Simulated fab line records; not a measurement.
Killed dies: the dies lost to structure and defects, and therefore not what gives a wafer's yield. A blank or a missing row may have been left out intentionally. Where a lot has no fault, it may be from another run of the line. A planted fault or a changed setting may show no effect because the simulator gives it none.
fab line records ; flow nand-harc ; part 1 of 2: steps 1 to 29 of 38
[record] lots = 5; wafers = 15; last-day = 33
route steps=1302 shown P_M0@262 P_M1@285
lots that met no fault: taken from a fault-free run of the same line
start-h: hours from the record's first day to the start of the lot's first wafer shown ; wait-h: hours from the lot's prior step to this one ; " as in the row above ; L1.1+2: a single row standing in for several wafers ; - no value, or no start given ; * or withheld: withheld ; < > ~ a bound
route shown NAME@n: NAME is a module with steps in the file, n the number in the route of the first one ; usual: mean/standard deviation taken from wafers without a fault ; same: alike in all rows ; chamber/n: place in a boat ; sites: the reading at each site ; _std_site: how widely they spread, as a standard deviation ; _edge_site: outer sites' mean less inner sites' ; radius-mm: for every site, how far away it sits from the centre of the wafer ; mask NAME#n: copy n ; behind: the tool/chamber that last shaped the wafer ; hold: cause of the lot's hold/its duration in hours/its outcome ; device: whichever transistor did not switch (one of n, p or np) ; end of line: at the end of the route, the tests of the same wafers ; a step without rows: its recipe alone ; killed: not the wafer's yield, but the dies lost to structure and defects at the first sort ; map: dies across one wafer; x = killed, . = not, _ = none there
set.NAME: the run value of the setting; set.NAME@STEP: its run value at that earlier step ; model.NAME: the simulator's own value behind a step, which no gauge read
lots at some steps of the route; a table a step, a row a wafer
services: the hour from which a tool's chamber was out of use, counted from the record's first day as start-h (under 0 if before that day), plus the number of hours and why
[[steps]]
[step NHARC_P_M0_DEVELOP_08]
[recipe] develop-time-s = 35; dev-temp-c = 23
lot.wafer;tool;chamber;start-h;wait-h
L079.1+3+4;litho-track-04;0;-;-
L081.1+4+6;litho-track-01;0;-;-
L085.1+3+5;litho-track-01;0;-;-
L091.2+3+6;litho-track-06;0;-;-
L095.1+4+5;litho-track-04;0;-;-
[step NHARC_P_M0_CD_MEAS_09]
[recipe] target-cd-nm = 90; landing-energy-ev = 500
[usual] cd-nm = 90.3/0.69
lot.wafer;tool;chamber;start-h;wait-h;cd-nm
L079.1;cd-sem-01;0;176.76;-;92.0
L079.3;cd-sem-01;0;176.76;-;90.1
L079.4;cd-sem-01;0;176.76;-;90.6
L081.1;cd-sem-01;0;190.33;-;90.9
L081.4;cd-sem-01;0;190.33;-;90.8
L081.6;cd-sem-01;0;190.33;-;90.6
L085.1;cd-sem-01;0;234.70;-;89.5
L085.3;cd-sem-01;0;234.70;-;89.8
L085.5;cd-sem-01;0;234.70;-;90.6
L091.2;cd-sem-02;0;297.74;-;89.9
L091.3;cd-sem-02;0;297.74;-;89.1
L091.6;cd-sem-02;0;297.74;-;89.1
L095.1;cd-sem-01;0;333.93;-;90.6
L095.4;cd-sem-01;0;333.93;-;91.0
L095.5;cd-sem-01;0;333.93;-;90.7
[step NHARC_P_M0_OVL_MEAS_10]
[recipe] pitch-nm = 180
[usual] overlay-x-nm = -0.3/0.86; overlay-y-nm = -0.2/0.87
lot.wafer;tool;chamber;start-h;wait-h;overlay-x-nm;overlay-y-nm
L079.1;overlay-01;-;176.85;-;-0.5;1.3
L079.3;overlay-01;-;176.85;-;0.1;1.2
L079.4;overlay-01;-;176.85;-;-0.8;1.1
L081.1;overlay-02;-;190.42;-;-1.0;-0.8
L081.4;overlay-02;-;190.42;-;-0.2;-0.2
L081.6;overlay-02;-;190.42;-;-0.9;-0.4
L085.1;overlay-01;-;234.79;-;0.2;-1.6
L085.3;overlay-01;-;234.79;-;0.2;-2.4
L085.5;overlay-01;-;234.79;-;0.7;-2.0
L091.2;overlay-01;-;297.82;-;0.3;0.9
L091.3;overlay-01;-;297.82;-;0.5;1.5
L091.6;overlay-01;-;297.82;-;0.1;1.3
L095.1;overlay-02;-;334.01;-;0.2;0.7
L095.4;overlay-02;-;334.01;-;0.7;0.6
L095.5;overlay-02;-;334.01;-;0.1;0.0
[step NHARC_P_M0_INSPECT_11]
[usual] raw-defect-count = 4/3.2
lot.wafer;tool;chamber;start-h;wait-h;raw-defect-count
L079.1;defect-inspect-01;-;176.88;0.0;2
L079.3;defect-inspect-01;-;176.88;0.0;2
L079.4;defect-inspect-01;-;176.88;0.0;1
L081.1;defect-inspect-02;-;190.46;0.0;8
L081.4;defect-inspect-02;-;190.46;0.0;2
L081.6;defect-inspect-02;-;190.46;0.0;6
L085.1;defect-inspect-02;-;234.82;0.0;4
L085.3;defect-inspect-02;-;234.82;0.0;1
L085.5;defect-inspect-02;-;234.82;0.0;2
L091.2;defect-inspect-01;-;297.86;0.0;6
L091.3;defect-inspect-01;-;297.86;0.0;1
L091.6;defect-inspect-01;-;297.86;0.0;4
L095.1;defect-inspect-02;-;334.05;0.0;4
L095.4;defect-inspect-02;-;334.05;0.0;2
L095.5;defect-inspect-02;-;334.05;0.0;3
[step NHARC_P_M0_DESCUM_14]
[recipe] time-s = 3; o2-flow-sccm = 200; ar-flow-sccm = 0; bias-power-w = 0; chemistry = O2
[usual] drypump-motor-current-A = 5.8/0.36; oes-product-au = 0.995/0.011; rf-vpp-V = 57.6/0.88; showerhead-plenum-p-Torr = 1.88/0.093; throttle-valve-pct = 11.310/0.009
lot.wafer;tool;chamber;start-h;wait-h;drypump-motor-current-A;oes-product-au;rf-hours-counter-h;rf-vpp-V;showerhead-plenum-p-Torr;throttle-valve-pct
L079.3;rie-diel-03;0;176.95;0.1;6.0;0.992;12;57.1;1.78;11.321
L079.1;rie-diel-03;1;176.95;0.1;5.8;0.985;11;58.6;1.96;11.307
L079.4;rie-diel-03;3;176.95;0.1;5.7;1.010;-;58.4;1.79;11.308
L081.1;rie-diel-03;2;190.53;0.1;6.0;0.990;7;58.7;1.95;11.294
L081.4;rie-diel-03;3;190.53;0.1;5.7;0.998;12;56.8;1.79;11.312
L081.6;rie-diel-03;2;190.53;0.1;6.1;0.988;-;58.0;1.95;11.309
L085.1;rie-diel-03;1;234.89;0.1;5.7;0.981;20;57.0;1.95;11.318
L085.3;rie-diel-03;2;234.89;0.1;6.1;1.008;15;57.9;1.95;11.325
L085.5;rie-diel-03;1;234.89;0.1;5.7;0.995;-;58.0;1.96;11.326
L091.3;rie-diel-13;0;297.92;0.1;5.0;0.997;43;58.6;2.05;11.305
L091.2;rie-diel-13;2;297.92;0.1;5.1;0.983;39;58.0;1.99;11.320
L091.6;rie-diel-13;0;297.92;0.1;5.0;0.992;-;58.0;2.05;11.299
L095.4;rie-diel-03;3;334.12;0.1;5.7;1.002;7;57.1;1.78;11.306
L095.1;rie-diel-03;1;334.12;0.1;5.8;0.983;6;59.0;1.95;11.301
L095.5;rie-diel-03;2;334.12;0.1;6.0;1.011;-;57.2;1.94;11.311
[step NHARC_P_M0_ETCH_34]
[recipe] target-depth-a = 400; overetch-a = 120; time-s = 43.94; ion-energy-ev = 200; n2-flow-sccm = 150; h2-flow-sccm = 150; ar-flow-sccm = 0; rf-w = 400; bias-w = 150; chemistry = N2/H2
[usual] drypump-motor-current-A = 5.8/0.36; oes-product-au = 0.996/0.011; rf-vpp-V = 430/3; showerhead-plenum-p-Torr = 2.01/0.1; throttle-valve-pct = 14.171/0.0091
lot.wafer;tool;chamber;start-h;wait-h;drypump-motor-current-A;oes-product-au;rf-hours-counter-h;rf-vpp-V;showerhead-plenum-p-Torr;throttle-valve-pct
L079.3;rie-diel-03;3;177.05;0.1;5.7;0.999;11;427;1.90;14.169
L079.1;rie-diel-03;0;177.05;0.1;6.0;1.001;12;425;1.90;14.169
L079.4;rie-diel-03;1;177.05;0.1;5.8;0.984;-;430;2.09;14.169
L081.1;rie-diel-03;0;190.60;0.1;6.0;0.990;14;425;1.90;14.173
L081.4;rie-diel-03;2;190.60;0.1;6.0;0.984;7;432;2.08;14.160
L081.6;rie-diel-03;0;190.60;0.1;6.0;0.996;-;426;1.90;14.189
L085.1;rie-diel-03;1;234.98;0.1;5.8;0.978;20;432;2.08;14.184
L085.3;rie-diel-03;3;234.98;0.1;5.7;1.007;20;427;1.90;14.183
L085.5;rie-diel-03;0;234.98;0.1;6.0;0.985;-;425;1.89;14.166
L091.2;rie-diel-13;3;298.02;0.1;6.4;0.991;39;428;1.94;14.167
L091.3;rie-diel-13;2;298.02;0.1;5.1;0.978;39;431;2.13;14.174
L091.6;rie-diel-13;2;298.02;0.1;5.1;0.986;-;434;2.13;14.168
L095.4;rie-diel-03;3;334.20;0.1;5.7;1.001;7;426;1.89;14.158
L095.1;rie-diel-03;2;334.20;0.1;6.0;1.008;7;432;2.07;14.165
L095.5;rie-diel-03;0;334.20;0.1;6.0;0.983;-;427;1.89;14.178
[step NHARC_P_M0_ETCH_15]
[recipe] target-depth-a = 1500; overetch-a = 150; time-s = 82.5; c4f8-flow-sccm = withheld; ar-flow-sccm = 400; rf-w = 600; bias-w = 300; chemistry = C4F8/Ar
[usual] oes-product-au = 0.954/0.022; rf-vpp-V = 440/3
lot.wafer;tool;chamber;start-h;wait-h;oes-product-au;rf-hours-counter-h;rf-vpp-V
L079.1;rie-diel-03;1;-;-;0.949;11;443
L079.3;rie-diel-03;3;-;-;0.971;11;436
L079.4;rie-diel-03;3;-;-;0.964;-;438
L081.4;rie-diel-03;2;-;-;0.951;7;442
L081.1;rie-diel-03;3;-;-;0.973;12;439
L081.6;rie-diel-03;1;-;-;0.931;-;442
L085.1;rie-diel-03;1;-;-;0.943;20;442
L085.3;rie-diel-03;2;-;-;0.981;15;443
L085.5;rie-diel-03;0;-;-;0.956;-;436
L091.3;rie-diel-13;3;-;-;0.906;39;438
L091.2;rie-diel-13;2;-;-;0.903;39;443
L091.6;rie-diel-13;2;-;-;0.903;-;443
L095.4;rie-diel-03;1;-;-;0.960;6;442
L095.1;rie-diel-03;0;-;-;0.973;7;438
L095.5;rie-diel-03;2;-;-;0.958;-;441
[step NHARC_P_M0_CD_MEAS_16]
[usual] cd-nm = 90.3/0.86
lot.wafer;tool;chamber;start-h;wait-h;cd-nm
L079.1;cd-sem-01;-;177.29;-;91.1
L079.3;cd-sem-01;-;177.29;-;90.8
L079.4;cd-sem-01;-;177.29;-;91.3
L081.1;cd-sem-01;-;190.82;-;91.1
L081.4;cd-sem-01;-;190.82;-;91.7
L081.6;cd-sem-01;-;190.82;-;91.1
L085.1;cd-sem-03;-;235.18;-;90.3
L085.3;cd-sem-03;-;235.18;-;90.6
L085.5;cd-sem-03;-;235.18;-;90.5
L091.2;cd-sem-03;-;298.26;-;89.1
L091.3;cd-sem-03;-;298.26;-;89.7
L091.6;cd-sem-03;-;298.26;-;89.8
L095.1;cd-sem-01;-;334.41;-;90.2
L095.4;cd-sem-01;-;334.41;-;91.1
L095.5;cd-sem-01;-;334.41;-;91.3
[step NHARC_P_M0_STRIP_18]
[recipe] power-w = 1000; n2-flow-sccm = 150; h2-flow-sccm = 150; ar-flow-sccm = 0; bias-w = 0; chemistry = N2/H2
[usual] drypump-motor-current-A = 5.8/0.37; oes-product-au = 0.996/0.011; rf-vpp-V = 90.4/1; showerhead-plenum-p-Torr = 2.01/0.099; throttle-valve-pct = 14.173/0.0093
lot.wafer;tool;chamber;start-h;wait-h;drypump-motor-current-A;oes-product-au;rf-hours-counter-h;rf-vpp-V;showerhead-plenum-p-Torr;throttle-valve-pct
L079.3;rie-diel-03;1;177.39;0.1;5.8;0.991;11;91.5;2.09;14.177
L079.1;rie-diel-03;2;177.39;0.1;6.0;0.993;6;91.9;2.08;14.169
L079.4;rie-diel-03;3;177.39;0.1;5.7;1.000;11;89.8;1.90;14.164
L081.1;rie-diel-13;1;190.89;0.1;5.4;0.994;5;90.1;2.10;14.158
L081.4;rie-diel-13;3;190.89;0.1;6.4;0.994;5;90.0;1.96;14.169
L081.6;rie-diel-13;2;190.89;0.1;5.1;0.987;-;90.8;2.14;14.172
L085.3;rie-diel-03;2;235.26;0.1;6.0;1.000;15;91.7;2.08;14.179
L085.1;rie-diel-03;1;235.26;0.1;5.8;0.992;20;90.9;2.08;14.174
L085.5;rie-diel-03;3;235.26;0.1;5.8;1.006;-;89.3;1.90;14.170
L091.2;rie-diel-03;1;298.36;0.1;5.8;0.985;1;91.5;2.08;14.178
L091.3;rie-diel-03;2;298.36;0.1;6.0;1.001;2;91.6;2.07;14.177
L091.6;rie-diel-03;1;298.36;0.1;5.8;0.991;-;90.6;2.08;14.178
L095.1;rie-diel-03;0;334.51;0.1;6.0;0.992;7;90.6;1.89;14.185
L095.4;rie-diel-03;1;334.51;0.1;5.8;0.990;6;91.2;2.08;14.171
L095.5;rie-diel-03;3;334.51;0.1;5.7;1.007;-;89.9;1.89;14.153
[step NHARC_P_M0_STRIP_19]
[recipe] time-s = 600; temp-c = 30; chemistry = post-etch-residue-remover
lot.wafer;tool;chamber;start-h;wait-h
L079.1+3+4;wet-bench-03;3,4,6;177.64;-
L081.4+6+1;wet-bench-03;2,3,6;191.17;-
L085.5+1+3;wet-bench-09;3,4,7;235.53;-
L091.3+6+2;wet-bench-06;1,4,5;298.62;-
L095.5+4+1;wet-bench-03;3,5,7;334.77;-
[step NHARC_P_M0_DEGAS_28]
[recipe] temp-c = 250; time-s = 60
[usual] heater-power-w = 342/42
lot.wafer;tool;chamber;start-h;wait-h;heater-power-w
L079.4;pvd-sputter-01;-;178.01;-;302
L079.3;pvd-sputter-01;-;178.01;-;272
L079.1;pvd-sputter-01;-;178.01;-;285
L081.4;pvd-sputter-02;-;191.44;-;386
L081.1;pvd-sputter-02;-;191.44;-;321
L081.6;pvd-sputter-02;-;191.44;-;371
L085.3;pvd-sputter-02;-;235.81;-;392
L085.1;pvd-sputter-02;-;235.81;-;326
L085.5;pvd-sputter-02;-;235.81;-;373
L091.2;pvd-sputter-03;-;298.89;-;348
L091.3;pvd-sputter-03;-;298.89;-;351
L091.6;pvd-sputter-03;-;298.89;-;375
L095.1;pvd-sputter-03;-;335.06;-;349
L095.4;pvd-sputter-03;-;335.06;-;384
L095.5;pvd-sputter-03;-;335.06;-;352
[step NHARC_P_M0_PRE_CLEAN_29]
[recipe] time-s = 30; temp-c = 280; gas = H2/He
[usual] heater-power-w = 416/51
lot.wafer;tool;chamber;start-h;wait-h;heater-power-w
L079.3;pvd-sputter-01;-;-;-;349
L079.4;pvd-sputter-01;-;-;-;342
L079.1;pvd-sputter-01;-;-;-;374
L081.1;pvd-sputter-02;-;-;-;458
L081.4;pvd-sputter-02;-;-;-;336
L081.6;pvd-sputter-02;-;-;-;456
L085.3;pvd-sputter-02;-;-;-;458
L085.1;pvd-sputter-02;-;-;-;342
L085.5;pvd-sputter-02;-;-;-;454
L091.2;pvd-sputter-03;-;-;-;436
L091.3;pvd-sputter-03;-;-;-;423
L091.6;pvd-sputter-03;-;-;-;443
L095.4;pvd-sputter-03;-;-;-;473
L095.1;pvd-sputter-03;-;-;-;439
L095.5;pvd-sputter-03;-;-;-;431
[step NHARC_P_M0_PVD_20]
[recipe] target-thk-a = 50; bias-v = 168.6; power-w = 15000; chamber-pressure-pa = 0.12; time-s = 8.06; substrate-temp-c = 50; material = TaN
[usual] cathode-dc-power-W = 15001/2.7; throttle-valve-pct = 30.2/0.89
lot.wafer;tool;chamber;start-h;wait-h;cathode-dc-power-W;throttle-valve-pct
L079.3;pvd-sputter-01;-;-;-;15006;29.2
L079.1;pvd-sputter-01;-;-;-;15004;29.2
L079.4;pvd-sputter-01;-;-;-;15002;28.8
L081.1;pvd-sputter-02;-;-;-;14998;30.9
L081.4;pvd-sputter-02;-;-;-;15001;29.5
L081.6;pvd-sputter-02;-;-;-;15004;31.6
L085.3;pvd-sputter-02;-;-;-;15001;31.4
L085.1;pvd-sputter-02;-;-;-;15002;29.5
L085.5;pvd-sputter-02;-;-;-;14999;31.5
L091.2;pvd-sputter-03;-;-;-;15004;30.7
L091.3;pvd-sputter-03;-;-;-;15005;30.4
L091.6;pvd-sputter-03;-;-;-;15006;31.0
L095.1;pvd-sputter-03;-;-;-;14999;30.7
L095.4;pvd-sputter-03;-;-;-;14999;31.1
L095.5;pvd-sputter-03;-;-;-;14998;30.3
[step NHARC_P_M0_PVD_21]
[recipe] target-thk-a = 300; chamber-pressure-pa = 5; power-w = 5000; substrate-temp-c = 30; time-s = 20.49; material = Cu
[usual] cathode-dc-power-W = 5000.0/0.96; throttle-valve-pct = 30.2/0.9
lot.wafer;tool;chamber;start-h;wait-h;cathode-dc-power-W;throttle-valve-pct
L079.4;pvd-sputter-01;-;-;-;5000.8;29.3
L079.1;pvd-sputter-01;-;-;-;5000.3;29.2
L079.3;pvd-sputter-01;-;-;-;5001.5;28.8
L081.1;pvd-sputter-02;-;-;-;4998.3;31.1
L081.4;pvd-sputter-02;-;-;-;5000.7;31.1
L081.6;pvd-sputter-02;-;-;-;4999.7;30.8
L085.1;pvd-sputter-02;-;-;-;5001.3;31.4
L085.3;pvd-sputter-02;-;-;-;4998.9;30.7
L085.5;pvd-sputter-02;-;-;-;5000.1;31.0
L091.3;pvd-sputter-03;-;-;-;4998.7;30.6
L091.2;pvd-sputter-03;-;-;-;4998.7;29.9
L091.6;pvd-sputter-03;-;-;-;5000.0;30.6
L095.1;pvd-sputter-03;-;-;-;5000.2;30.0
L095.4;pvd-sputter-03;-;-;-;4999.6;31.2
L095.5;pvd-sputter-03;-;-;-;5000.6;29.8
[step NHARC_P_M0_ECD_22]
[recipe] target-thk-a = 4000; bath-temp-c = 25; material = Cu
lot.wafer;tool;chamber;start-h;wait-h
L079.1+4+3;ecd-cu-01;1,0,1;178.64;-
L081.1+4+6;ecd-cu-01;1,0,0;191.80;-
L085.1+3+5;ecd-cu-01;0;236.27;-
L091.2+3+6;ecd-cu-02;0,1,1;299.29;-
L095.1+4+5;ecd-cu-02;0,1,1;335.43;-
[step NHARC_P_M0_ANNEAL_30]
[recipe] temp-c = 225; time-s = 90
[usual] wafer_temp_C_max = 225.9/0.44
lot.wafer;tool;chamber;start-h;wait-h;wafer_temp_C_max
L079.1;rtp-anneal-02;0;179.21;-;225.6
L079.3;rtp-anneal-02;0;179.21;-;225.8
L079.4;rtp-anneal-02;0;179.21;-;225.8
L081.1;rtp-anneal-01;0;192.20;0.4;226.3
L081.4;rtp-anneal-01;0;192.20;0.4;225.9
L081.6;rtp-anneal-01;0;192.20;0.4;226.7
L085.1;rtp-anneal-01;0;236.68;-;227.4
L085.3;rtp-anneal-01;0;236.68;-;226.5
L085.5;rtp-anneal-01;0;236.68;-;226.7
L091.2;rtp-anneal-02;0;299.67;0.3;225.7
L091.3;rtp-anneal-02;0;299.67;0.3;225.8
L091.6;rtp-anneal-02;0;299.67;0.3;225.7
L095.1;rtp-anneal-02;0;335.81;-;225.5
L095.4;rtp-anneal-02;0;335.81;-;225.4
L095.5;rtp-anneal-02;0;335.81;-;225.5
[step NHARC_P_M0_CMP_23]
[recipe] t-overpolish-s = 20; target-thk-nm = 117.54
[usual] edge-zone-pressure-frac = 1.000/0.0053; motor-current-A = 11.2/0.9; time-to-endpoint-s = 27.8/2.7
[same] t-overpolish-s = 20
lot.wafer;tool;chamber;start-h;wait-h;edge-zone-pressure-frac;motor-current-A;time-to-endpoint-s
L079.1;cmp-02;0;179.56;-;1.006;11.6;31.1
L079.4;cmp-02;1;179.56;-;0.999;12.9;27.0
L079.3;cmp-02;3;179.56;-;0.993;11.2;28.0
L081.1;cmp-01;3;192.54;-;1.008;12.1;25.9
L081.4;cmp-01;0;192.54;-;0.993;9.8;25.1
L081.6;cmp-01;3;192.54;-;1.004;12.0;25.7
L085.1;cmp-03;2;237.05;-;0.999;11.6;30.7
L085.3;cmp-03;0;237.05;-;0.994;10.1;27.1
L085.5;cmp-03;1;237.05;-;0.984;12.3;29.9
L091.3;cmp-03;3;300.02;-;1.002;10.0;27.3
L091.2;cmp-03;0;300.02;-;1.005;9.7;25.8
L091.6;cmp-03;2;300.02;-;0.994;12.7;24.6
L095.4;cmp-02;2;336.18;-;0.998;11.4;32.2
L095.1;cmp-02;3;336.18;-;0.997;10.8;30.3
L095.5;cmp-02;2;336.18;-;0.996;11.1;33.8
[step NHARC_P_M0_THK_MEAS_24]
[recipe] thk-meas-gauge = xrf
[usual] thk-nm = 117.0/1.5
lot.wafer;tool;chamber;start-h;wait-h;thk-nm
L079.1;film-metro-02;-;179.87;-;119.9
L079.3;film-metro-02;-;179.87;-;119.0
L079.4;film-metro-02;-;179.87;-;119.9
L081.1;film-metro-02;-;192.85;-;116.2
L081.4;film-metro-02;-;192.85;-;117.0
L081.6;film-metro-02;-;192.85;-;117.9
L085.1;film-metro-02;-;237.34;-;115.2
L085.3;film-metro-02;-;237.34;-;118.7
L085.5;film-metro-02;-;237.34;-;114.9
L091.2;film-metro-01;-;300.28;-;117.2
L091.3;film-metro-01;-;300.28;-;116.7
L091.6;film-metro-01;-;300.28;-;115.6
L095.1;film-metro-01;-;336.46;-;116.0
L095.4;film-metro-01;-;336.46;-;119.6
L095.5;film-metro-01;-;336.46;-;116.7
[step NHARC_P_M0_SRD_25]
lot.wafer;tool;chamber;start-h;wait-h
L079.4+3+1;wet-bench-10;1,5,6;179.92;0.0
L081.4+6+1;wet-bench-08;0,3,4;192.90;0.0
L085.3+1+5;wet-bench-10;6,0,1;237.38;0.0
L091.3+6+2;wet-bench-10;3,4,5;300.33;0.1
L095.4+1+5;wet-bench-08;7,1,4;336.50;0.0
[step NHARC_P_M0_INSPECT_27]
[usual] raw-defect-count = 340/160
lot.wafer;tool;chamber;start-h;wait-h;raw-defect-count
L079.1;defect-inspect-02;-;180.03;0.0;322
L079.3;defect-inspect-02;-;180.03;0.0;212
L079.4;defect-inspect-02;-;180.03;0.0;227
L081.1;defect-inspect-02;-;193.01;0.0;210
L081.4;defect-inspect-02;-;193.01;0.0;295
L081.6;defect-inspect-02;-;193.01;0.0;496
L085.1;defect-inspect-02;-;237.50;0.0;472
L085.3;defect-inspect-02;-;237.50;0.0;238
L085.5;defect-inspect-02;-;237.50;0.0;276
L091.2;defect-inspect-02;-;300.44;0.0;237
L091.3;defect-inspect-02;-;300.44;0.0;401
L091.6;defect-inspect-02;-;300.44;0.0;286
L095.1;defect-inspect-01;-;336.62;0.0;224
L095.4;defect-inspect-01;-;336.62;0.0;256
L095.5;defect-inspect-01;-;336.62;0.0;143
[step NHARC_P_M0_PRE_CLEAN_31]
[recipe] time-s = 12; temp-c = 370; rf-power-w = 300; gas = NH3
[usual] heater-power-w = 588/72
lot.wafer;tool;chamber;start-h;wait-h;heater-power-w
L079.1;pecvd-03;1;180.10;0.1;697
L079.3;pecvd-03;0;180.10;0.1;708
L079.4;pecvd-03;1;180.10;0.1;709
L081.1;pecvd-01;2;193.09;0.1;598
L081.6;pecvd-01;2;193.09;0.1;600
L081.4;pecvd-01;0;193.09;0.1;598
L085.3;pecvd-03;1;237.58;0.1;718
L085.1;pecvd-03;2;237.58;0.1;546
L085.5;pecvd-03;0;237.58;0.1;703
L091.3;pecvd-03;2;300.52;0.1;514
L091.2;pecvd-03;0;300.52;0.1;669
L091.6;pecvd-03;0;300.52;0.1;656
L095.1;pecvd-01;2;336.71;0.1;590
L095.4;pecvd-01;0;336.71;0.1;614
L095.5;pecvd-01;0;336.71;0.1;590
[step NHARC_P_M0_DEP_32]
[recipe] target-thk-a = 300; temp-c = 370; target-thk-nm = 30; pressure-torr = 3; flow-sccm = 200; rf-w = 450; material = SiCN
[usual] heater-power-w = 538/72
lot.wafer;tool;chamber;start-h;wait-h;heater-power-w
L079.1;pecvd-03;1;180.18;0.1;640
L079.3;pecvd-03;0;180.18;0.1;610
L079.4;pecvd-03;1;180.18;0.1;665
L081.1;pecvd-01;2;193.20;0.1;537
L081.6;pecvd-01;2;193.20;0.1;539
L081.4;pecvd-01;0;193.20;0.1;570
L085.3;pecvd-03;1;237.69;0.1;603
L085.1;pecvd-03;2;237.69;0.1;489
L085.5;pecvd-03;0;237.69;0.1;670
L091.3;pecvd-03;2;300.63;0.1;495
L091.2;pecvd-03;0;300.63;0.1;669
L091.6;pecvd-03;0;300.63;0.1;646
L095.1;pecvd-01;2;336.87;0.1;538
L095.4;pecvd-01;0;336.87;0.1;539
L095.5;pecvd-01;0;336.87;0.1;538
[step NHARC_P_M1_DEP_00]
[recipe] target-thk-a = 1825; target-thk-nm = 182.5; temp-c = withheld; pressure-torr = 5; flow-sccm = 200; rf-w = 600; material = SiOC
lot.wafer;tool;chamber;start-h;wait-h
L079.3+1+4;pecvd-03;1,0,2;-;-
L081.1+4+6;pecvd-01;0,0,2;-;-
L085.3+1+5;pecvd-01;1,2,2;238.19;-
L091.2+3+6;pecvd-04;1,0,2;301.00;-
L095.1+5+4;pecvd-04;0,0,2;337.34;0.4
[step NHARC_P_M1_DEHYDRATE_01]
[recipe] temp-c = 150; time-s = 120
lot.wafer;tool;chamber;start-h;wait-h
L079.1+3+4;litho-track-04;0;180.98;-
L081.1+4+6;litho-track-01;0;193.95;-
L085.1+3+5;litho-track-01;0;238.55;-
L091.2+3+6;litho-track-04;0;301.40;-
L095.1+4+5;litho-track-04;0;337.75;-
[step NHARC_P_M1_HMDS_02]
[recipe] time-s = 30
lot.wafer;tool;chamber;start-h;wait-h
L079.1+3+4;litho-track-04;0;-;-
L081.1+4+6;litho-track-01;0;-;-
L085.1+3+5;litho-track-01;0;-;-
L091.2+3+6;litho-track-04;0;-;-
L095.1+4+5;litho-track-04;0;-;-
[step NHARC_P_M1_COAT_34]
[recipe] temp-c = 200; time-s = 65
lot.wafer;tool;chamber;start-h;wait-h
L079.1+3+4;litho-track-04;0;-;-
L081.1+4+6;litho-track-01;0;-;-
L085.1+3+5;litho-track-01;0;-;-
L091.2+3+6;litho-track-04;0;-;-
L095.1+4+5;litho-track-04;0;-;-
[step NHARC_P_M1_COAT_03]
[recipe] spin-rpm = 1500; resist-thk-nm = 90
lot.wafer;tool;chamber;start-h;wait-h
L079.1+3+4;litho-track-04;0;-;-
L081.1+4+6;litho-track-01;0;-;-
L085.1+3+5;litho-track-01;0;-;-
L091.2+3+6;litho-track-04;0;-;-
L095.1+4+5;litho-track-04;0;-;-
[step NHARC_P_M1_SOFTBAKE_04]
[recipe] temp-c = 105; time-s = 55
lot.wafer;tool;chamber;start-h;wait-h
L079.1+3+4;litho-track-04;0;-;-
L081.1+4+6;litho-track-01;0;-;-
L085.1+3+5;litho-track-01;0;-;-
L091.2+3+6;litho-track-04;0;-;-
L095.1+4+5;litho-track-04;0;-;-
[step NHARC_P_M1_EBR_05]
lot.wafer;tool;chamber;start-h;wait-h
L079.1+3+4;litho-track-04;0;-;-
L081.1+4+6;litho-track-01;0;-;-
L085.1+3+5;litho-track-01;0;-;-
L091.2+3+6;litho-track-04;0;-;-
L095.1+4+5;litho-track-04;0;-;-
